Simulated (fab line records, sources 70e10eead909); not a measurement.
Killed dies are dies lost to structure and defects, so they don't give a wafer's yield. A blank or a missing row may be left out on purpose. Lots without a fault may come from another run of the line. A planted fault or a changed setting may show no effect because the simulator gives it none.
A struck lot beside a sound one | flow nand_harc | 15 steps out of a route of 1159
Sound: wafers L500.2, L500.4, L500.5. Struck: wafer L508.2. The cause comes at the end.
At each step with rows: each side's tool, then ch and its chambers, then its first start. Under that, the readings that differ: sound wafers | struck wafers | difference of the means | sigmas: that difference in standard deviations of wafers without a fault.
alike: readings whose means differ by less than 2 such deviations, and words and numbers that are the same on both sides. not compared: withheld readings, readings that some wafer has no value for, bounds like >300 that may hide the same value, and numbers for which the record gives no deviation and whose values overlap.
The two part at a step that has a row with sigmas, a row that says differs or no value, or rows on one side only. Numbers that don't overlap but have no deviation are shown without sigmas and don't part them. A reading that every wafer of one side lacks parts them only if that side has two wafers or more.

first, 7 steps without rows for these wafers: NHARC_A_BLC_COAT_03 (time 65 s); NHARC_A_BLC_COAT_04 (resist thk 90 nm); NHARC_A_BLC_SOFTBAKE_05 (time 55 s); NHARC_A_BLC_EBR_06; NHARC_A_BLC_EXPOSE_07 (exposes mask A BLC, target cd 100 nm); NHARC_A_BLC_PEB_08 (peb time 65 s); NHARC_A_BLC_DEVELOP_09 (develop time 35 s).
NHARC_A_BLC_CD_MEAS_10: target cd 100 nm.
  sound on cd_sem-01 ch 0, day 17 21:55; struck on cd_sem-03 ch 0, day 20 00:59
  alike: cd_nm
NHARC_A_BLC_OVL_MEAS_11:
  sound on overlay-02, day 17 22:00; struck on overlay-02, day 20 01:04
  alike: overlay_x_nm, overlay_y_nm
NHARC_A_BLC_INSPECT_12:
  sound on defect_inspect-02, day 17 22:02; struck on defect_inspect-01, day 20 01:06
  reading          | sound    | struck | difference | sigmas
  raw_defect_count | 19 20 25 | 63     | +42        | +2
NHARC_A_BLC_DESCUM_15: chemistry O2, time 3 s.
  sound on rie_diel-03 ch 1,2,3, day 17 22:06; struck on rie_diel-03 ch 0, day 20 01:10
  reading               | sound             | struck | difference | sigmas
  oes_product_au (a.u.) | 1.005 0.994 1.006 | 1.029  | +0.027     | +2
  rf_vpp_V (V)          | 56.2 58.7 57.3    | 59.4   | +2.0       | +2
  alike: drypump_motor_current_A, showerhead_plenum_p_Torr, throttle_valve_pct
  not compared: rf_hours_counter_h
NHARC_A_BLC_ETCH_16: etches the open film in CF4, target depth 39 nm, time 65 s.
  sound on rie_diel-03 ch 0,2,3, day 17 22:11; struck on rie_diel-03 ch 3, day 20 01:15
  reading      | sound             | struck | difference | sigmas
  rf_vpp_V (V) | 150.9 152.1 152.2 | 149.0  | -2.7       | -2
  alike: cf4_flow_sccm, drypump_motor_current_A, oes_product_au, rf_fwd_power_W, run_length_s, showerhead_plenum_p_Torr, throttle_valve_pct
  not compared: rf_hours_counter_h
NHARC_A_BLC_ETCH_17: etches the open film in N2/H2, target depth 390 nm, time 609.38 s.
  sound on rie_diel-03 ch 0,2, day 17 22:19; struck on rie_diel-03 ch 2, day 20 01:23
  reading          | sound             | struck | difference | sigmas
  run_length_s (s) | 631.1 631.2 630.8 | 613.8  | -17.2      | -36
  alike: drypump_motor_current_A, oes_product_au, rf_vpp_V, showerhead_plenum_p_Torr, throttle_valve_pct
  not compared: rf_fwd_power_W, rf_hours_counter_h
NHARC_A_BLC_ETCH_18: etches the open film in C4F8/O2/Ar, target depth 910 nm.
  sound on rie_diel-03 ch 0,1; struck on rie_diel-03 ch 0
  alike: oes_product_au, rf_fwd_power_W, rf_vpp_V
  not compared: rf_hours_counter_h
-- the record jumps here: 2 days lie between the struck wafers' starts before and after (it left off in module A_BLC and takes up again in module END, whose first step shown is number 1159 of the route) --
NHARC_END_SORT_01:
  the record has rows for the struck wafers here (prober-02 ch 0, day 22 03:16) and none for the sound ones

WHERE THEY PART
First at NHARC_A_BLC_INSPECT_12; last, within this record, at NHARC_END_SORT_01.

WHY: what the simulator had put in
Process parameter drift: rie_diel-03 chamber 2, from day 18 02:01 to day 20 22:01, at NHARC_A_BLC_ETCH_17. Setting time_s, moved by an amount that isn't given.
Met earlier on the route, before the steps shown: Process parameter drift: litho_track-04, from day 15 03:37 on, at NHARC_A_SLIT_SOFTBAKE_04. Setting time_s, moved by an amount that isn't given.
